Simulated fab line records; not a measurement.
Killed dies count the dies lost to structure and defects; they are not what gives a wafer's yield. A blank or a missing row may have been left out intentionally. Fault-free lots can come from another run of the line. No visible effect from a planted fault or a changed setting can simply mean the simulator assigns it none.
Chamber matching + flow n5 finfet + N5_BEOL_M8_ETCH_72 on rie diel-03 has 4 sister chambers
The step etches underlayer in N2/H2, target depth 6.5 nm, time 5.2 s. 8 wafers are shown with their chamber, then 9 later ones without.

WAFERS PAIRED WITH THEIR CHAMBERS
| wafer  | chamber | drypump motor current A (A) | showerhead plenum p Torr (Torr) |
|--------|---------|-----------------------------|---------------------------------|
| L085.1 | 0       | 5.3                         | 2.50                            |
| L085.5 | 1       | 6.6                         | 2.47                            |
| L087.1 | 3       | 5.5                         | 2.48                            |
| L087.5 | 2       | 6.0                         | 2.60                            |
| L087.6 | 3       | 5.5                         | 2.48                            |
| L086.1 | 0       | 5.4                         | 2.49                            |
| L086.2 | 1       | 6.6                         | 2.47                            |
| L086.4 | 2       | 6.0                         | 2.60                            |

WAFERS WITH NO CHAMBER GIVEN
| wafer  | drypump motor current A (A) | showerhead plenum p Torr (Torr) |
|--------|-----------------------------|---------------------------------|
| L090.3 | 6.6                         | 2.47                            |
| L090.5 | 6.6                         | 2.47                            |
| L090.6 | 5.9                         | 2.60                            |
| L092.2 | 6.0                         | 2.60                            |
| L092.4 | 6.6                         | 2.47                            |
| L092.6 | 5.3                         | 2.49                            |
| L093.1 | 6.0                         | 2.59                            |
| L093.4 | 5.5                         | 2.47                            |
| L093.6 | 6.6                         | 2.46                            |

EACH ONE'S CHAMBER
| wafer  | from the rows above | in truth |
|--------|---------------------|----------|
| L090.3 | 1                   | 1        |
| L090.5 | 1                   | 1        |
| L090.6 | 2                   | 2        |
| L092.2 | 2                   | 2        |
| L092.4 | 1                   | 1        |
| L092.6 | 0                   | 0        |
| L093.1 | 2                   | 2        |
| L093.4 | 3                   | 3        |
| L093.6 | 1                   | 1        |
9 of 9 placed correctly. From these rows, 0 cannot be placed. Placed wrongly: 0.
How it was worked out, from the rows above alone: a wafer's distance from a chamber is the root of the sum, over the readings, of the square of ((its reading less the chamber's mean) divided by the reading's scatter). If the next closest chamber is less than 2 further off than the closest, the wafer can't be placed; otherwise it belongs to the closest. The mean given for a chamber averages the wafers shown for that chamber. The scatter is the square root of a quotient: the sum, over the shown wafers, of each reading's squared deviation from its chamber's mean, divided by wafers minus chambers.
